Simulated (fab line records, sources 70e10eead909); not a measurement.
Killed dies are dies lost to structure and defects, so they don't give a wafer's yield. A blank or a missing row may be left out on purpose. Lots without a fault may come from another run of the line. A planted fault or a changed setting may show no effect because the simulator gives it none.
Chamber matching | flow nand_harc | NHARC_A_STAIRCASE_DEP_417 on pecvd-02: 3 sister chambers
The step deposits Si3N4, target thk 60 nm. 22 wafers are shown with their chamber, then 11 later ones without.

WAFERS WITH THEIR CHAMBER
wafer  | chamber | heater_power_w (W) | showerhead_vpp_V (V) | rf_fwd_power_W (W)
L074.2 | 1       | 610                | 1251                 | 448.9
L074.3 | 2       | 833                | 1304                 | 451.2
L074.5 | 2       | 823                | 1289                 | 448.9
L076.1 | 0       | 1024               | 1324                 | 449.8
L076.2 | 2       | 800                | 1283                 | 449.2
L076.4 | 2       | 817                | 1301                 | 450.4
L078.1 | 0       | 1001               | 1318                 | 449.4
L078.3 | 1       | 650                | 1246                 | 449.6
L078.5 | 1       | 633                | 1273                 | 447.1
L080.1 | 2       | 798                | 1299                 | 449.1
L080.2 | 0       | 964                | 1328                 | 449.3
L080.3 | 1       | 662                | 1233                 | 446.8
L082.1 | 0       | 946                | 1316                 | 447.7
L082.4 | 1       | 624                | 1255                 | 450.8
L082.5 | 1       | 633                | 1260                 | 446.0
L083.2 | 1       | 652                | 1245                 | 449.2
L083.3 | 0       | 831                | 1312                 | 446.7
L083.5 | 1       | 662                | 1251                 | 448.7
L086.1 | 1       | 659                | 1283                 | 448.3
L086.3 | 0       | 852                | 1316                 | 449.5
L086.4 | 2       | 828                | 1318                 | 451.2
L091.2 | 0       | 880                | 1317                 | 449.7

SIGNATURES (means of the wafers above)
reading          | chamber 0 | chamber 1 | chamber 2 | scatter within a chamber
heater_power_w   | 928.29    | 642.78    | 816.50    | 44.4
showerhead_vpp_V | 1318.71   | 1255.22   | 1299.00   | 12
rf_fwd_power_W   | 448.871   | 448.378   | 450.000   | 1.31
Rule: a wafer's distance from a chamber is the root of the sum, over the readings, of the square of ((its reading less the chamber's mean) divided by the reading's scatter). The wafer belongs to the nearest chamber; if the next one is less than 2 further off, it can't be placed. The scatter: the root of (the sum of the squares of (reading less its chamber's mean) over the shown wafers, divided by (wafers less chambers)).

WAFERS WITHOUT THEIR CHAMBER
wafer  | heater_power_w (W) | showerhead_vpp_V (V) | rf_fwd_power_W (W)
L091.4 | 795                | 1319                 | 450.8
L091.5 | 886                | 1342                 | 450.6
L092.2 | 697                | 1247                 | 446.4
L092.5 | 673                | 1262                 | 447.8
L092.6 | 687                | 1323                 | 447.5
L094.2 | 756                | 1318                 | 448.7
L094.3 | 659                | 1260                 | 448.9
L094.4 | 738                | 1274                 | 446.8
L097.3 | 751                | 1318                 | 450.0
L097.5 | 604                | 1263                 | 448.4
L097.6 | 965                | 1318                 | 448.2

WHICH CHAMBER EACH WENT THROUGH
wafer  | from the rows above          | in truth
L091.4 | can't be placed: 2 or 0      | 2
L091.5 | can't be placed: 0 or 2      | 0
L092.2 | 1                            | 1
L092.5 | 1                            | 1
L092.6 | can't be placed: 2 or 0 or 1 | 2
L094.2 | can't be placed: 2 or 0      | 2
L094.3 | 1                            | 1
L094.4 | can't be placed: 1 or 2      | 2
L097.3 | can't be placed: 2 or 0      | 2
L097.5 | 1                            | 1
L097.6 | 0                            | 0
Placed correctly: 5 of 11. Can't be placed from these rows: 6 (the true chamber is among the candidates in 6). Placed wrongly: 0.
